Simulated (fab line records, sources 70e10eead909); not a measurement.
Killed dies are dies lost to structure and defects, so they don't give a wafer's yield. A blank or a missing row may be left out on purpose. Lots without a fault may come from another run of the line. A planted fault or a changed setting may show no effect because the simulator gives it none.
Chamber matching | flow nand_harc | NHARC_A_STAIRCASE_TRIM_220 on rie_diel-13: 4 sister chambers
The step chemistry O2, time 211.2 s. 14 wafers are shown with their chamber, then 7 later ones without.

WAFERS WITH THEIR CHAMBER
wafer  | chamber | showerhead_plenum_p_Torr (Torr) | drypump_motor_current_A (A) | oes_product_au (a.u.)
L078.2 | 1       | 3.77                            | 5.2                         | 0.983
L078.3 | 3       | 3.30                            | 6.4                         | 1.002
L078.6 | 3       | 3.30                            | 6.4                         | 0.991
L081.1 | 0       | 3.51                            | 6.1                         | 1.009
L081.5 | 0       | 3.51                            | 6.1                         | 0.999
L081.6 | 3       | 3.29                            | 6.4                         | 1.002
L082.2 | 3       | 3.29                            | 6.4                         | 1.009
L082.5 | 3       | 3.29                            | 6.4                         | 1.005
L082.6 | 2       | 3.63                            | 5.6                         | 1.000
L083.1 | 0       | 3.51                            | 6.1                         | 1.008
L083.4 | 1       | 3.77                            | 5.1                         | 0.992
L083.6 | 2       | 3.62                            | 5.6                         | 1.007
L088.3 | 1       | 3.76                            | 5.1                         | 0.987
L088.4 | 3       | 3.28                            | 6.4                         | 1.008

SIGNATURES (means of the wafers above)
reading                  | chamber 0 | chamber 1 | chamber 2 | chamber 3 | scatter within a chamber
showerhead_plenum_p_Torr | 3.5100    | 3.7667    | 3.6250    | 3.2917    | 0.00632
drypump_motor_current_A  | 6.100     | 5.133     | 5.600     | 6.400     | 0.0258
oes_product_au           | 1.00533   | 0.98733   | 1.00350   | 1.00283   | 0.0058
Rule: a wafer's distance from a chamber is the root of the sum, over the readings, of the square of ((its reading less the chamber's mean) divided by the reading's scatter). The wafer belongs to the nearest chamber; if the next one is less than 2 further off, it can't be placed. The scatter: the root of (the sum of the squares of (reading less its chamber's mean) over the shown wafers, divided by (wafers less chambers)).

WAFERS WITHOUT THEIR CHAMBER
wafer  | showerhead_plenum_p_Torr (Torr) | drypump_motor_current_A (A) | oes_product_au (a.u.)
L088.6 | 3.28                            | 6.4                         | 1.007
L091.2 | 3.75                            | 5.2                         | 0.994
L091.3 | 3.80                            | 6.4                         | 1.006
L091.6 | 3.80                            | 6.4                         | 1.006
L096.1 | 3.48                            | 6.1                         | 0.994
L096.3 | 3.80                            | 6.4                         | 1.003
L096.4 | 3.60                            | 5.6                         | 1.003

WHICH CHAMBER EACH WENT THROUGH
wafer  | from the rows above | in truth
L088.6 | 3                   | 3
L091.2 | 1                   | 1
L091.3 | 2                   | 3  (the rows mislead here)
L091.6 | 2                   | 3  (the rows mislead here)
L096.1 | 0                   | 0
L096.3 | 2                   | 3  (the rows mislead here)
L096.4 | 2                   | 2
Placed correctly: 4 of 7. Can't be placed from these rows: 0. Placed wrongly: 3.
